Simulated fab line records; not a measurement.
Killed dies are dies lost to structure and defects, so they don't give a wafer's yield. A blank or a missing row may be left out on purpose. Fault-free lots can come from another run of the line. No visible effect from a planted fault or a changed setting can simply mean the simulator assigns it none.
8D (eight disciplines) problem report, filled in by code -- flow n5-finfet -- the parts of the form that need people (team, actions taken, sign-off) are left out

1. WHAT WENT WRONG
Wafers without a fault read 5.30 s, standard deviation 0.15; etch-rf-on-time-s at N5_BEOL_M5_ETCH_72 reads a mean of 7.41 s on 3 wafers belonging to 2 lots. That is +14 standard deviations from the usual mean.
The step: etches underlayer in N2/H2, target depth 6.5 nm, time 5.2 s.
The first sign was on wafer L463.6 at day 11 09:25, on rie-diel-03. Wafers with a number at this step in the record: 16, from 6 lots. The rule behind "out" and "out of limits": a value lying over 4 standard deviations away from the usual mean. The other wafers with a number count as sound.

2. WHAT THIS IS AND IS NOT
question,is,is not
which readings at this step,etch-rf-on-time-s,"drypump-motor-current-A, oes-product-au, rf-vpp-V, showerhead-plenum-p-Torr, throttle-valve-pct"
which lots,"L463, L465","L456, L460, L469, L470"
which wafers of those lots,"L463.6, L465.3, L465.6",L463.5
read on which tools,rie-diel-03,rie-diel-05
when,from day 11 09:25,"up to then (7 sound wafers); but 6 sound wafers of L469, L470 came after"

3. SUSPECTS, AND WHAT RULES EACH OUT
Counting: any tool at a process step up to the reading remains a suspect provided it ran every lot that is out. Sound lots after the first of them don't rule it out here, since some wafers of a struck lot are sound.
- rie-diel-03 at N5_BEOL_M5_DESCUM_16 (chemistry O2, time 7 s): kept. Ran every lot that is out, first one L463 (day 11 09:23); last sound lot up to then L460 (day 11 06:14).
- rie-diel-03 at N5_BEOL_M5_ETCH_72 (etches underlayer in N2/H2, target depth 6.5 nm, time 5.2 s): kept. Ran every lot that is out, first one L463 (day 11 09:25); last sound lot up to then L460 (day 11 06:15). Its own readings are out on those wafers: etch-rf-on-time-s.
After counting, rie-diel-03 at N5_BEOL_M5_DESCUM_16 and rie-diel-03 at N5_BEOL_M5_ETCH_72 remain.

4. THE CAUSE (what the simulator had put in)
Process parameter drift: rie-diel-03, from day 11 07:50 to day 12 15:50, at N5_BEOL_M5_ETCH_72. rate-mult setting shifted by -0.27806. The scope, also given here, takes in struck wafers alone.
After counting, 2 suspects remain, this tool included.

5. THE CHAIN OF EFFECTS, in route order
Each row: a reading whose mean over the struck wafers that have a number lies more than 3 standard deviations from the usual. Only readings for which the record gives a usual standard deviation are gone through. hours: the time from each lot's start at the first step in this table that gives one to its start at this step, as a median over the lots. sigmas: the change in usual standard deviations.
hours,step,reading,usual,on struck wafers,change,sigmas
0,N5_BEOL_M5_ETCH_72,etch-rf-on-time-s,5.30 s,7.41,+2.11,+14
Here are the process steps it includes:
- N5_BEOL_M5_ETCH_72: etches underlayer in N2/H2, target depth 6.5 nm, time 5.2 s.

6. HOW IT WOULD HAVE BEEN CAUGHT EARLIER
The fault began at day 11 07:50; the first out-of-limits reading in this record came at day 11 09:25, 2 hours later.
